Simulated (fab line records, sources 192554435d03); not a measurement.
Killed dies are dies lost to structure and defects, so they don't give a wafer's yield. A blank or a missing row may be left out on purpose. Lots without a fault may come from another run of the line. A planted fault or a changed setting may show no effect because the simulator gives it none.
Chamber matching | flow n5_finfet | N5_BEOL_M5_ETCH_75 on rie_diel-03: 4 sister chambers
The step etches underlayer in N2/H2, target depth 6.5 nm, time 5.2 s. 8 wafers are shown with their chamber, then 8 later ones without.

WAFERS WITH THEIR CHAMBER
wafer  | chamber | showerhead_plenum_p_Torr (Torr) | drypump_motor_current_A (A)
L075.4 | 0       | 2.67                            | 5.7
L081.2 | 0       | 2.66                            | 5.7
L081.6 | 3       | 2.62                            | 5.3
L084.4 | 3       | 2.62                            | 5.2
L090.2 | 2       | 2.42                            | 5.5
L090.5 | 1       | 2.51                            | 5.8
L090.6 | 2       | 2.42                            | 5.5
L091.1 | 1       | 2.51                            | 5.8

WAFERS WITHOUT THEIR CHAMBER
wafer  | showerhead_plenum_p_Torr (Torr) | drypump_motor_current_A (A)
L091.2 | 2.65                            | 5.6
L091.6 | 2.62                            | 5.3
L096.2 | 2.65                            | 5.6
L096.4 | 2.51                            | 5.7
L096.5 | 2.61                            | 5.3
L097.1 | 2.61                            | 5.3
L097.3 | 2.65                            | 5.7
L097.5 | 2.51                            | 5.8

WHICH CHAMBER EACH WENT THROUGH
wafer  | from the rows above | in truth
L091.2 | 0                   | 0
L091.6 | 3                   | 3
L096.2 | 0                   | 0
L096.4 | 1                   | 1
L096.5 | 3                   | 3
L097.1 | 3                   | 3
L097.3 | 0                   | 0
L097.5 | 1                   | 1
Placed correctly: 8 of 8. Can't be placed from these rows: 0. Placed wrongly: 0.
How it was worked out, from the rows above alone: a wafer's distance from a chamber is the root of the sum, over the readings, of the square of ((its reading less the chamber's mean) divided by the reading's scatter). The wafer belongs to the nearest chamber; if the next one is less than 2 further off, it can't be placed. A chamber's mean is the mean of its shown wafers. The scatter: the root of (the sum of the squares of (reading less its chamber's mean) over the shown wafers, divided by (wafers less chambers)).
